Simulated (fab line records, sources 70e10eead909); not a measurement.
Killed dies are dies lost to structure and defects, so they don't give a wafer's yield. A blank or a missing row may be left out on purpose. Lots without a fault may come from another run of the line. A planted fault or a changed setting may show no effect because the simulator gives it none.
Chamber matching | flow nand_harc | NHARC_A_CONTACT_ETCH_92 on rie_diel-03: 4 sister chambers
The step etches the open film in CH3F/O2, target depth 40 nm, time 85.7 s. 4 wafers are shown with their chamber, then 9 later ones without.

WAFERS WITH THEIR CHAMBER
wafer  | chamber | drypump_motor_current_A (A)
L078.5 | 1       | 6.0
L086.1 | 2       | 5.5
L086.4 | 0       | 6.0
L086.6 | 3       | 6.7

WAFERS WITHOUT THEIR CHAMBER
wafer  | drypump_motor_current_A (A)
L090.1 | 6.0
L090.3 | 5.6
L090.6 | 6.0
L089.1 | 6.0
L089.2 | 5.6
L089.5 | 5.6
L091.1 | 5.6
L091.4 | 6.0
L091.6 | 5.6

WHICH CHAMBER EACH WENT THROUGH
wafer  | from the rows above     | in truth
L090.1 | can't be placed: 0 or 1 | 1
L090.3 | 2                       | 2
L090.6 | can't be placed: 0 or 1 | 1
L089.1 | can't be placed: 0 or 1 | 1
L089.2 | 2                       | 2
L089.5 | 2                       | 2
L091.1 | 2                       | 2
L091.4 | can't be placed: 0 or 1 | 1
L091.6 | 2                       | 2
Placed correctly: 5 of 9. Can't be placed from these rows: 4 (the true chamber is among the candidates in 4). Placed wrongly: 0.
How it was worked out, from the rows above alone: a wafer's distance from a chamber is the root of the sum, over the readings, of the square of ((its reading less the chamber's mean) divided by the reading's scatter). The wafer belongs to the nearest chamber; if the next one is less than 2 further off, it can't be placed. A chamber's mean is the mean of its shown wafers. The scatter: with one shown wafer a chamber, the root of the mean of the squares of how far each hidden wafer lies from its nearest shown one.
